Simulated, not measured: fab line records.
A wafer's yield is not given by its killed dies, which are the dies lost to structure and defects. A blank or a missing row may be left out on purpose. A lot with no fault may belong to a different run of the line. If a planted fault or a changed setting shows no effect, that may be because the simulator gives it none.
fab line records    flow nand_harc
[record] lots = 10  wafers = 30  last_day = 34
route steps=1302 shown A_CHANNEL_HOLE_D1@467 A_CHANNEL_FILL_D1@499 END@1302
lots untouched by any fault: they come from a run of this same line in which no faults occurred
start_h: the number of hours between the record's first day and the start of the first shown wafer of the lot    wait_h: time in hours since the lot's previous step    " the same as in the row above    L1.1+2: a single row standing in for several wafers    - no value, or no start given    * or withheld: withheld    < > ~ a bound
route shown NAME@n: NAME is a module with steps in the file, n the number in the route of the first one    usual: mean and standard deviation over wafers with no fault    same: alike in all rows    chamber/n: place in a boat    sites: each site's reading    _std_site: the values' standard deviation    _edge_site: the outer-site mean with the inner-site mean subtracted    radius_mm: for every site, how far away it sits from the centre of the wafer    mask NAME#n: copy n    behind: the last tool/chamber to shape the wafer    hold: why the lot went on hold/how many hours it stayed there/how the hold came to an end    device: whichever transistor did not switch (one of n, p or np)    end of line: the tests these same wafers got at the end of their route    a step given without rows: its recipe and nothing more    killed: dies lost to structure and defects at the first sort, not the wafer's yield    map: dies across one wafer; x = killed, . = not, _ = none there
set.NAME: the setting the step ran with; set.NAME@STEP: the setting that earlier step ran with    model.NAME: the simulator's own value behind a step, which no gauge read
steps of the route over a sample of lots; a table a step, a row a wafer
services: from which hour (start_h, from the record's first day; less than 0 if before it) a tool's chamber was out of use, for how many hours, and why
[[steps]]
[step NHARC_A_CHANNEL_HOLE_D1_ETCH_39]
[recipe] target_depth_a = 2600  over_etch_frac = 0.3  time_s = 325  ion_energy_ev = 200  n2_flow_sccm = 150  h2_flow_sccm = 150  ar_flow_sccm = 0  rf_w = 400  bias_w = 150  chemistry = N2/H2
[usual] drypump_motor_current_A = 5.6/0.39  oes_product_au = 1.002/0.0071  rf_vpp_V = 430.2/3  showerhead_plenum_p_Torr = 2.03/0.1  throttle_valve_pct = 14.173/0.0081
lot.wafer  tool         chamber  start_h  wait_h  drypump_motor_current_A  oes_product_au  rf_hours_counter_h  rf_vpp_V  showerhead_plenum_p_Torr  throttle_valve_pct
L681.4     rie_diel-05  3        -        -       5.7                      1.003           10                  431.4     2.03                      14.180
L681.5     "            0        "        "       5.0                      1.000           -                   436.4     2.18                      14.167
L681.6     "            1        "        "       5.2                      0.995           -                   425.4     1.89                      14.168
L685.3     rie_diel-05  2        -        -       5.7                      1.011           12                  430.6     2.07                      14.152
L685.1     "            0        "        "       5.0                      1.004           12                  432.5     2.18                      14.180
L685.4     "            2        "        "       5.7                      1.007           -                   431.1     2.07                      14.175
L686.2     rie_diel-05  2        -        -       5.7                      1.009           13                  431.5     2.07                      14.186
L686.1     "            0        "        "       5.0                      0.995           13                  436.2     2.18                      14.170
L686.4     "            1        "        "       5.2                      0.995           12                  425.3     1.88                      14.164
L689.3     rie_diel-06  2        -        -       6.1                      0.995           39                  435.0     2.18                      14.167
L689.1     "            3        "        "       5.7                      1.012           37                  428.3     1.93                      14.162
L689.6     "            2        "        "       6.2                      0.991           -                   434.0     2.18                      14.176
L690.1     rie_diel-01  0        -        -       5.4                      0.993           19                  429.2     2.02                      14.148
L690.4     "            2        "        "       5.8                      0.996           17                  435.9     2.21                      14.175
L690.6     "            1        "        "       5.4                      1.003           -                   430.5     2.06                      14.173
L692.3     rie_diel-05  1        -        -       5.2                      1.002           3                   425.9     1.88                      14.174
L692.1     "            2        "        "       5.7                      1.008           3                   431.1     2.07                      14.169
L692.2     "            3        "        "       5.8                      0.997           3                   429.5     2.02                      14.176
L695.4     rie_diel-05  1        -        -       5.2                      1.003           6                   426.4     1.88                      14.183
L695.2     "            2        "        "       5.7                      1.010           6                   430.3     2.07                      14.181
L695.5     "            1        "        "       5.2                      1.006           -                   425.1     1.88                      14.170
L698.4     rie_diel-05  2        -        -       5.7                      1.005           9                   432.3     2.07                      14.172
L698.3     "            0        "        "       4.9                      0.997           9                   434.6     2.18                      14.183
L698.6     "            3        "        "       5.8                      0.998           -                   428.8     2.02                      14.177
L704.4     rie_diel-01  0        -        -       5.3                      1.001           10                  430.7     2.00                      14.150
L704.2     "            1        "        "       5.5                      1.004           9                   430.9     2.04                      14.165
L704.6     "            2        "        "       5.7                      1.006           -                   434.3     2.19                      14.170
L703.3     rie_diel-06  3        -        -       5.6                      0.999           30                  426.7     1.92                      14.184
L703.2     "            0        "        "       5.2                      1.006           32                  426.1     1.92                      14.174
L703.1     "            2        "        "       6.2                      0.997           34                  433.9     2.16                      14.168
[step NHARC_A_CHANNEL_HOLE_D1_ETCH_26]
[recipe] bias_v = 300  source_w = 2000  pressure_mtorr = 30  time_s = 224.1  ar_flow_sccm = 375  c4f8_flow_sccm = 11.4  o2_flow_sccm = 113.6  temp_c = -20  target_depth_a = 3000  chemistry = C4F8/O2/Ar
[usual] bias_v = 299.8/2.5  drypump_motor_current_A = 5.4/0.37  showerhead_plenum_p_Torr = 3.69/0.078  temp_c = -19.97/0.1  throttle_valve_pct = 24.585/0.009
lot.wafer  tool         chamber  start_h  wait_h  bias_v  drypump_motor_current_A  rf_hours_counter_h  showerhead_plenum_p_Torr  temp_c  throttle_valve_pct
L681.4     har_etch-01  1        186.09   0.5     299.5   4.9                      -                   3.78                      -20.11  24.588
L681.5     "            1        "        "       304.8   4.9                      -                   3.78                      -20.05  24.584
L681.6     "            0        "        "       297.6   5.8                      -                   3.61                      -20.04  24.589
L685.1     har_etch-01  0        223.47   0.6     298.7   5.9                      111                 3.60                      -19.77  24.583
L685.3     "            1        "        "       297.4   4.9                      -                   3.77                      -19.85  24.583
L685.4     "            0        "        "       303.4   5.8                      -                   3.60                      -19.92  24.592
L686.1     har_etch-02  0        233.64   0.7     299.6   5.7                      321                 3.70                      -19.98  24.570
L686.2     "            1        "        "       295.7   5.3                      321                 3.80                      -19.84  24.595
L686.4     "            0        "        "       301.2   5.7                      -                   3.70                      -19.99  24.590
L689.1     har_etch-02  1        267.32   0.6     297.9   5.3                      340                 3.79                      -20.12  24.585
L689.3     "            1        "        "       297.4   5.3                      -                   3.79                      -20.00  24.577
L689.6     "            0        "        "       300.0   5.7                      -                   3.69                      -20.12  24.571
L690.1     har_etch-01  1        275.24   0.7     296.7   4.9                      145                 3.75                      -20.00  24.593
L690.4     "            0        "        "       298.9   5.8                      -                   3.58                      -19.94  24.586
L690.6     "            0        "        "       300.3   5.8                      -                   3.58                      -20.09  24.583
L692.2     har_etch-01  1        288.81   0.7     301.8   4.9                      153                 3.74                      -19.91  24.592
L692.1     "            0        "        "       304.5   5.8                      153                 3.58                      -19.94  24.582
L692.3     "            1        "        "       303.8   4.9                      -                   3.74                      -20.08  24.567
L695.2     har_etch-02  1        331.78   0.6     300.2   5.3                      363                 3.78                      -19.82  24.585
L695.4     "            1        "        "       299.9   5.3                      -                   3.78                      -19.92  24.580
L695.5     "            1        "        "       297.4   5.3                      -                   3.78                      -19.91  24.607
L698.4     har_etch-01  1        360.10   0.5     301.0   4.9                      -                   3.72                      -19.98  24.578
L698.3     "            0        "        "       302.0   5.8                      -                   3.55                      -20.15  24.588
L698.6     "            0        "        "       305.4   5.8                      -                   3.55                      -19.98  24.585
L704.2     har_etch-02  1        415.00   0.7     297.4   5.3                      15                  3.75                      -19.98  24.569
L704.4     "            0        "        "       303.3   5.7                      -                   3.64                      -19.88  24.585
L704.6     "            0        "        "       304.4   5.7                      -                   3.64                      -19.82  24.567
L703.1     har_etch-01  0        415.93   0.7     299.5   5.8                      233                 3.53                      -20.07  24.587
L703.2     "            1        "        "       302.5   4.9                      233                 3.70                      -19.91  24.583
L703.3     "            1        "        "       300.2   4.9                      -                   3.70                      -19.76  24.586
[step NHARC_A_CHANNEL_HOLE_D1_ETCH_44]
[recipe] target_depth_a = 1400  overetch_a = 140  time_s = 77  ion_energy_ev = 100  cf4_flow_sccm = 80  o2_flow_sccm = 20  ar_flow_sccm = 0  rf_w = 300  bias_w = 100  chemistry = CF4/O2
[usual] drypump_motor_current_A = 5.5/0.39  oes_ar_750_au = 1.000/0.0045  oes_product_au = 1.000/0.0076  rf_vpp_V = 197.6/1.6  showerhead_plenum_p_Torr = 1.33/0.063  throttle_valve_pct = 13.397/0.0089
lot.wafer  tool         chamber  start_h  wait_h  drypump_motor_current_A  oes_ar_750_au  oes_product_au  rf_hours_counter_h  rf_vpp_V  showerhead_plenum_p_Torr  throttle_valve_pct
L681.4     rie_diel-05  0        186.98   0.1     4.9                      0.999          1.003           10                  199.1     1.42                      13.393
L681.6     "            0        "        "       4.9                      0.999          1.007           -                   200.1     1.42                      13.380
L681.5     "            1        "        "       5.2                      0.997          1.001           -                   194.8     1.24                      13.416
L685.1     rie_diel-06  2        224.39   0.1     6.1                      0.998          0.997           31                  200.0     1.42                      13.391
L685.3     "            3        "        "       5.6                      1.002          0.999           29                  195.4     1.27                      13.396
L685.4     "            1        "        "       6.3                      1.004          1.004           33                  197.4     1.29                      13.395
L686.4     rie_diel-06  2        234.63   0.1     6.1                      1.005          0.995           33                  198.8     1.42                      13.386
L686.1     "            3        "        "       5.6                      0.999          0.995           31                  197.3     1.27                      13.407
L686.2     "            0        "        "       5.2                      1.002          0.994           33                  196.5     1.27                      13.405
L689.1     rie_diel-05  0        268.23   0.1     4.9                      0.996          0.992           2                   198.4     1.42                      13.392
L689.3     "            3        "        "       5.8                      1.003          0.996           2                   197.3     1.32                      13.391
L689.6     "            0        "        "       4.9                      1.009          1.002           -                   198.0     1.42                      13.413
L690.4     rie_diel-05  1        276.18   0.1     5.2                      0.997          1.005           2                   195.6     1.24                      13.407
L690.1     "            0        "        "       4.9                      1.006          0.990           2                   199.7     1.42                      13.389
L690.6     "            1        "        "       5.2                      1.002          0.989           -                   194.6     1.24                      13.397
L692.3     rie_diel-05  2        289.76   0.1     5.7                      1.004          0.996           4                   199.2     1.35                      13.400
L692.2     "            3        "        "       5.7                      0.997          0.982           4                   198.4     1.32                      13.396
L692.1     "            1        "        "       5.2                      1.002          0.993           4                   196.1     1.24                      13.402
L695.2     rie_diel-05  2        332.70   0.1     5.7                      1.002          0.999           7                   197.3     1.35                      13.395
L695.4     "            3        "        "       5.7                      0.996          0.999           7                   198.3     1.32                      13.401
L695.5     "            1        "        "       5.2                      1.007          1.004           -                   193.9     1.24                      13.410
L698.3     rie_diel-01  1        361.00   0.1     5.5                      1.010          0.989           49                  196.8     1.34                      13.399
L698.4     "            2        "        "       5.7                      0.997          0.996           51                  199.5     1.43                      13.399
L698.6     "            0        "        "       5.4                      1.001          0.991           -                   197.4     1.31                      13.395
L704.2     rie_diel-06  2        415.95   0.1     6.1                      1.001          0.999           36                  200.7     1.41                      13.396
L704.4     "            0        "        "       5.2                      1.001          1.001           33                  196.4     1.26                      13.402
L704.6     "            2        "        "       6.1                      0.998          1.003           -                   197.6     1.41                      13.406
L703.3     rie_diel-01  3        416.87   0.0     5.8                      0.992          1.010           11                  195.9     1.26                      13.409
L703.2     "            0        "        "       5.4                      1.004          1.005           14                  197.2     1.31                      13.402
L703.1     "            1        "        "       5.5                      1.004          0.996           14                  198.0     1.33                      13.407
[step NHARC_A_CHANNEL_HOLE_D1_INSPECT_40]
[usual] raw_defect_count = 76/29
lot.wafer  tool               chamber  start_h  wait_h  raw_defect_count
L681.4     defect_inspect-01  -        187.96   -       52
L681.5     "                  -        "        "       53
L681.6     "                  -        "        "       45
L685.1     defect_inspect-02  -        225.37   -       54
L685.3     "                  -        "        "       27
L685.4     "                  -        "        "       34
L686.1     defect_inspect-01  -        235.60   -       93
L686.2     "                  -        "        "       94
L686.4     "                  -        "        "       109
L689.1     defect_inspect-02  -        269.22   -       110
L689.3     "                  -        "        "       124
L689.6     "                  -        "        "       125
L690.1     defect_inspect-02  -        277.17   -       27
L690.4     "                  -        "        "       45
L690.6     "                  -        "        "       28
L692.1     defect_inspect-02  -        290.74   -       49
L692.2     "                  -        "        "       58
L692.3     "                  -        "        "       45
L695.2     defect_inspect-02  -        333.67   -       488
L695.4     "                  -        "        "       89
L695.5     "                  -        "        "       105
L698.3     defect_inspect-02  -        362.01   -       58
L698.4     "                  -        "        "       89
L698.6     "                  -        "        "       68
L704.2     defect_inspect-02  -        416.96   -       34
L704.4     "                  -        "        "       31
L704.6     "                  -        "        "       30
L703.1     defect_inspect-01  -        417.84   -       71
L703.2     "                  -        "        "       66
L703.3     "                  -        "        "       90
[step NHARC_A_CHANNEL_FILL_D1_ETCHBACK_19]
[recipe] target_depth_a = 50  time_s = 1.7  hbr_flow_sccm = 150  cl2_flow_sccm = 50  rf_w = 400  icp_w = 400  bias_w = 100  chemistry = HBr/Cl2
[usual] drypump_motor_current_A = 5.8/0.36  oes_product_au = 1.002/0.0078  throttle_valve_pct = 26.406/0.0091
lot.wafer  tool       chamber  start_h  wait_h  drypump_motor_current_A  oes_product_au  rf_hours_counter_h  throttle_valve_pct
L681.4     rie_si-04  3        216.07   0.4     5.6                      1.021           0.2                 26.403
L681.6     "          1        "        "       5.6                      1.005           -                   26.412
L681.5     "          2        "        "       5.8                      1.002           -                   26.394
L685.3     rie_si-05  0        249.91   0.4     5.7                      1.005           0.7                 26.403
L685.1     "          3        "        "       5.8                      1.005           0.7                 26.404
L685.4     "          3        "        "       5.9                      0.995           -                   26.417
L686.4     rie_si-02  2        261.73   0.4     5.8                      0.998           1.1                 26.417
L686.2     "          3        "        "       6.4                      1.006           0.7                 26.401
L686.1     "          0        "        "       6.1                      0.995           0.8                 26.399
L689.3     rie_si-02  0        293.97   0.4     6.1                      1.001           0.0                 26.401
L689.1     "          3        "        "       6.4                      0.999           0.0                 26.406
L689.6     "          0        "        "       6.1                      1.003           -                   26.413
L690.4     rie_si-04  1        301.94   0.4     5.6                      1.011           0.8                 26.401
L690.1     "          2        "        "       5.8                      1.002           0.9                 26.395
L690.6     "          0        "        "       6.1                      1.000           -                   26.405
L692.3     rie_si-04  2        318.52   0.4     5.8                      1.005           0.9                 26.421
L692.1     "          3        "        "       5.6                      0.993           1.0                 26.404
L692.2     "          0        "        "       6.1                      0.998           0.9                 26.407
L695.4     rie_si-04  0        360.07   0.4     6.1                      1.002           0.0                 26.421
L695.2     "          1        "        "       5.5                      1.001           0.0                 26.408
L695.5     "          2        "        "       5.8                      0.998           -                   26.391
L698.4     rie_si-05  3        386.96   0.4     5.8                      1.012           0.6                 26.408
L698.3     "          2        "        "       5.2                      1.018           0.6                 26.415
L698.6     "          3        "        "       5.8                      1.009           -                   26.409
L704.2     rie_si-05  2        441.24   0.4     5.2                      1.000           0.9                 26.404
L704.4     "          1        "        "       6.7                      1.003           0.8                 26.394
L704.6     "          2        "        "       5.2                      1.004           -                   26.397
L703.2     rie_si-04  0        441.26   0.4     6.1                      1.003           0.5                 26.395
L703.1     "          1        "        "       5.5                      1.003           0.5                 26.408
L703.3     "          2        "        "       5.8                      0.996           0.5                 26.400
[step NHARC_END_SORT_01]
[recipe] temp_c = 25
[usual] killed_at_array = 52/19  killed_at_other = 0.8/1  killed_at_periphery = 3.7/2.5  killed_dies = 56/19  killed_open = 3.5/2  killed_short = 2.2/1.4
[same] gross_dies = 677
lot.wafer  tool       chamber  start_h  wait_h  killed_at_array  killed_at_other  killed_at_periphery  killed_dies  killed_open  killed_short
L695.2     prober-01  0        705.44   2.8     114              0                4                    118          6            3
L695.4     prober-01  0        707.03   3.4     25               0                2                    27           1            3
L695.5     prober-01  0        707.83   3.7     36               0                3                    39           5            2
// killed by level:class
L695.2 A_CHANNEL_HOLE_D1:unspecified=81 A_CHANNEL_HOLE_D1:chamber_film_flake=15 A_CONTACT:chamber_film_flake=5 A_SLIT:chamber_film_flake=3 A_STAIRCASE:chamber_film_flake=2 P_GATE:geometric_particle:open=1 P_CONTACT:geometric_particle:open=1 P_M0:geometric_particle:open=1
L695.4 A_CHANNEL_HOLE_D1:chamber_film_flake=11 A_SLIT:chamber_film_flake=3 A_STAIRCASE:chamber_film_flake=3 A_ONON_D1:geometric_particle:short=2 A_WL_FILL:chamber_film_flake=2 A_CHANNEL_FILL_D2:geometric_particle:short=1 A_STAIRCASE:geometric_particle:open=1 P_CONTACT:chamber_film_flake=1
L695.5 A_CHANNEL_HOLE_D1:chamber_film_flake=16 A_CONTACT:chamber_film_flake=5 A_CHANNEL_FILL_D1:chamber_film_flake=3 A_CHANNEL_FILL_D2:geometric_particle:open=2 A_DECK1_JOINT:chamber_film_flake=2 A_STAIRCASE:chamber_film_flake=2 A_ONON_D1:geometric_particle:open=1 A_CHANNEL_FILL_D1:geometric_particle:open=1
[[services]]
tool         chamber  start_h  hours  kind
rie_si-04    1        158.29   2.7    repair
rie_si-04    -        165.00   9.0    pm
rie_diel-06  -        168.56   0.6    repair
rie_si-04    0        182.47   14.7   repair
rie_diel-01  0        184.62   5.9    repair
rie_diel-01  -        207.04   9.0    pm
rie_diel-05  1        217.61   2.8    repair
rie_diel-01  -        220.11   1.7    repair
har_etch-01  -        224.21   2.2    repair
rie_diel-05  -        229.66   9.0    pm
rie_diel-05  -        240.70   0.8    repair
rie_diel-06  1        260.18   18.7   repair
rie_diel-06  -        260.32   0.3    repair
rie_si-04    -        275.61   0.2    repair
rie_diel-06  -        307.20   9.0    pm
rie_si-04    -        342.00   9.0    pm
har_etch-01  -        354.24   1.8    repair
rie_si-04    0        400.04   15.5   repair
rie_diel-05  -        406.72   9.0    pm
rie_si-04    1        408.75   3.3    repair
rie_si-04    -        417.19   0.6    repair
rie_diel-05  -        417.25   0.1    repair
rie_diel-06  0        420.24   6.2    repair
rie_diel-05  0        422.09   2.5    repair
[[key]]
[first_sign] step = NHARC_A_CHANNEL_HOLE_D1_INSPECT_40  reading = raw_defect_count  direction = up  sigmas = 14  usual = 76  struck = 488
[effect] step = NHARC_END_SORT_01  reading = killed_at_array  direction = up  sigmas = 3.3  usual = 52  struck = 114
[more_kills_born_at] NHARC_A_CHANNEL_HOLE_D1_ETCH_44@rie_diel-05 = 81
met_at NHARC_A_CHANNEL_HOLE_D1_ETCH_44
struck_lots L695
struck_wafers L695.2
tester_left_out L695
not_acting_at NHARC_A_CHANNEL_HOLE_D1_ETCH_39,NHARC_A_CHANNEL_HOLE_D1_ETCH_26,NHARC_A_CHANNEL_FILL_D1_ETCHBACK_19
onset_between 289.76 332.70
[fault] kind = chamber_particle_source  tool = rie_diel-05  chamber = 2  onset_h = 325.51  steps = NHARC_A_CHANNEL_HOLE_D1_ETCH_44  rate_per_visit_cm2 = 0.65719  end_h = 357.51
// tester_left_out: of these lots the tester's yield and bins aren't shown, on N5 and GAA mostly nor the transistor test; their killed dies are dies lost to structure and defects alone, not to doping, threshold or leakage, so they don't give the yield
